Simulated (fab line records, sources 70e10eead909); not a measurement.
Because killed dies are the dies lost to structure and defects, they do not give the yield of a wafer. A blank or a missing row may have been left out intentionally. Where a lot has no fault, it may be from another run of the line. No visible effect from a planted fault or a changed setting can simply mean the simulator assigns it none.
Chamber matching / flow nand-harc / NHARC_P_M0_DESCUM_14 on rie-diel-13: 4 sister chambers
The step chemistry O2, time 3 s. 27 wafers are shown with their chamber, then 12 later ones without.

== WAFERS, EACH WITH ITS CHAMBER ==
wafer=L076.1; chamber=1; drypump-motor-current-A (A)=5.4; oes-product-au (a.u.)=0.995; o2-flow-sccm (sccm)=199.6
wafer=L076.2; chamber=2; drypump-motor-current-A (A)=6.5; oes-product-au (a.u.)=1.009; o2-flow-sccm (sccm)=199.9
wafer=L076.5; chamber=3; drypump-motor-current-A (A)=4.8; oes-product-au (a.u.)=1.004; o2-flow-sccm (sccm)=199.9
wafer=L077.1; chamber=1; drypump-motor-current-A (A)=5.4; oes-product-au (a.u.)=1.000; o2-flow-sccm (sccm)=199.4
wafer=L077.5; chamber=3; drypump-motor-current-A (A)=4.8; oes-product-au (a.u.)=1.004; o2-flow-sccm (sccm)=199.1
wafer=L077.6; chamber=0; drypump-motor-current-A (A)=5.3; oes-product-au (a.u.)=1.010; o2-flow-sccm (sccm)=199.6
wafer=L078.1; chamber=2; drypump-motor-current-A (A)=6.5; oes-product-au (a.u.)=1.013; o2-flow-sccm (sccm)=199.5
wafer=L078.4; chamber=0; drypump-motor-current-A (A)=5.3; oes-product-au (a.u.)=1.013; o2-flow-sccm (sccm)=200.5
wafer=L078.5; chamber=0; drypump-motor-current-A (A)=5.2; oes-product-au (a.u.)=1.015; o2-flow-sccm (sccm)=200.6
wafer=L080.4; chamber=3; drypump-motor-current-A (A)=4.8; oes-product-au (a.u.)=1.008; o2-flow-sccm (sccm)=199.7
wafer=L080.5; chamber=2; drypump-motor-current-A (A)=6.5; oes-product-au (a.u.)=1.021; o2-flow-sccm (sccm)=198.8
wafer=L080.6; chamber=1; drypump-motor-current-A (A)=5.4; oes-product-au (a.u.)=0.997; o2-flow-sccm (sccm)=200.1
wafer=L083.1; chamber=2; drypump-motor-current-A (A)=6.5; oes-product-au (a.u.)=1.006; o2-flow-sccm (sccm)=199.5
wafer=L083.4; chamber=0; drypump-motor-current-A (A)=5.2; oes-product-au (a.u.)=0.995; o2-flow-sccm (sccm)=199.7
wafer=L083.5; chamber=1; drypump-motor-current-A (A)=5.4; oes-product-au (a.u.)=1.002; o2-flow-sccm (sccm)=199.5
wafer=L082.2; chamber=0; drypump-motor-current-A (A)=5.2; oes-product-au (a.u.)=0.997; o2-flow-sccm (sccm)=200.3
wafer=L082.5; chamber=1; drypump-motor-current-A (A)=5.4; oes-product-au (a.u.)=0.990; o2-flow-sccm (sccm)=200.5
wafer=L082.6; chamber=2; drypump-motor-current-A (A)=6.5; oes-product-au (a.u.)=0.999; o2-flow-sccm (sccm)=199.1
wafer=L085.2; chamber=0; drypump-motor-current-A (A)=5.2; oes-product-au (a.u.)=1.005; o2-flow-sccm (sccm)=199.8
wafer=L085.3; chamber=1; drypump-motor-current-A (A)=5.4; oes-product-au (a.u.)=0.992; o2-flow-sccm (sccm)=200.3
wafer=L085.6; chamber=1; drypump-motor-current-A (A)=5.4; oes-product-au (a.u.)=0.979; o2-flow-sccm (sccm)=199.9
wafer=L084.1; chamber=0; drypump-motor-current-A (A)=5.3; oes-product-au (a.u.)=1.006; o2-flow-sccm (sccm)=200.4
wafer=L084.3; chamber=2; drypump-motor-current-A (A)=6.5; oes-product-au (a.u.)=1.015; o2-flow-sccm (sccm)=199.3
wafer=L084.6; chamber=2; drypump-motor-current-A (A)=6.5; oes-product-au (a.u.)=1.012; o2-flow-sccm (sccm)=199.7
wafer=L086.2; chamber=0; drypump-motor-current-A (A)=5.2; oes-product-au (a.u.)=1.003; o2-flow-sccm (sccm)=201.1
wafer=L086.3; chamber=1; drypump-motor-current-A (A)=5.4; oes-product-au (a.u.)=0.993; o2-flow-sccm (sccm)=200.3
wafer=L086.4; chamber=2; drypump-motor-current-A (A)=6.5; oes-product-au (a.u.)=1.010; o2-flow-sccm (sccm)=200.2

SIGNATURES (averages over the wafers above)
reading=drypump-motor-current-A; chamber 0=5.237; chamber 1=5.400; chamber 2=6.500; chamber 3=4.800; scatter within a chamber=0.0286
reading=oes-product-au; chamber 0=1.00550; chamber 1=0.99350; chamber 2=1.01062; chamber 3=1.00533; scatter within a chamber=0.00664
reading=o2-flow-sccm; chamber 0=200.250; chamber 1=199.950; chamber 2=199.500; chamber 3=199.567; scatter within a chamber=0.456
Rule: a wafer's distance from a chamber is the root of the sum, over the readings, of the square of ((its reading less the chamber's mean) divided by the reading's scatter). If the next closest chamber is less than 2 further off than the closest, the wafer can't be placed; otherwise it belongs to the closest. The scatter: the root of (the sum of the squares of (reading less its chamber's mean) over the shown wafers, divided by (wafers less chambers)).

== WAFERS WITHOUT THEIR CHAMBER ==
wafer=L088.3; drypump-motor-current-A (A)=5.4; oes-product-au (a.u.)=1.000; o2-flow-sccm (sccm)=198.9
wafer=L088.5; drypump-motor-current-A (A)=4.8; oes-product-au (a.u.)=1.002; o2-flow-sccm (sccm)=200.6
wafer=L088.6; drypump-motor-current-A (A)=6.5; oes-product-au (a.u.)=1.009; o2-flow-sccm (sccm)=200.7
wafer=L092.2; drypump-motor-current-A (A)=4.8; oes-product-au (a.u.)=0.998; o2-flow-sccm (sccm)=198.7
wafer=L092.5; drypump-motor-current-A (A)=5.2; oes-product-au (a.u.)=1.013; o2-flow-sccm (sccm)=200.8
wafer=L092.6; drypump-motor-current-A (A)=5.4; oes-product-au (a.u.)=0.991; o2-flow-sccm (sccm)=199.9
wafer=L094.2; drypump-motor-current-A (A)=5.3; oes-product-au (a.u.)=1.015; o2-flow-sccm (sccm)=199.0
wafer=L094.3; drypump-motor-current-A (A)=4.8; oes-product-au (a.u.)=1.014; o2-flow-sccm (sccm)=200.1
wafer=L094.4; drypump-motor-current-A (A)=5.4; oes-product-au (a.u.)=1.002; o2-flow-sccm (sccm)=200.7
wafer=L095.1; drypump-motor-current-A (A)=5.3; oes-product-au (a.u.)=1.001; o2-flow-sccm (sccm)=198.9
wafer=L095.2; drypump-motor-current-A (A)=4.8; oes-product-au (a.u.)=0.997; o2-flow-sccm (sccm)=199.2
wafer=L095.6; drypump-motor-current-A (A)=5.3; oes-product-au (a.u.)=1.001; o2-flow-sccm (sccm)=199.8

== EACH ONE'S CHAMBER ==
wafer=L088.3; from the rows above=1; in truth=1
wafer=L088.5; from the rows above=3; in truth=3
wafer=L088.6; from the rows above=2; in truth=2
wafer=L092.2; from the rows above=3; in truth=3
wafer=L092.5; from the rows above=0; in truth=0
wafer=L092.6; from the rows above=1; in truth=1
wafer=L094.2; from the rows above=can't be placed: 0 or 1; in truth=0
wafer=L094.3; from the rows above=3; in truth=3
wafer=L094.4; from the rows above=1; in truth=1
wafer=L095.1; from the rows above=can't be placed: 0 or 1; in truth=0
wafer=L095.2; from the rows above=3; in truth=3
wafer=L095.6; from the rows above=can't be placed: 0 or 1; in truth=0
Placed correctly: 9 of 12. Unplaceable from these rows: 3, with the true chamber sitting among the candidates in 3. Placed wrongly: 0.
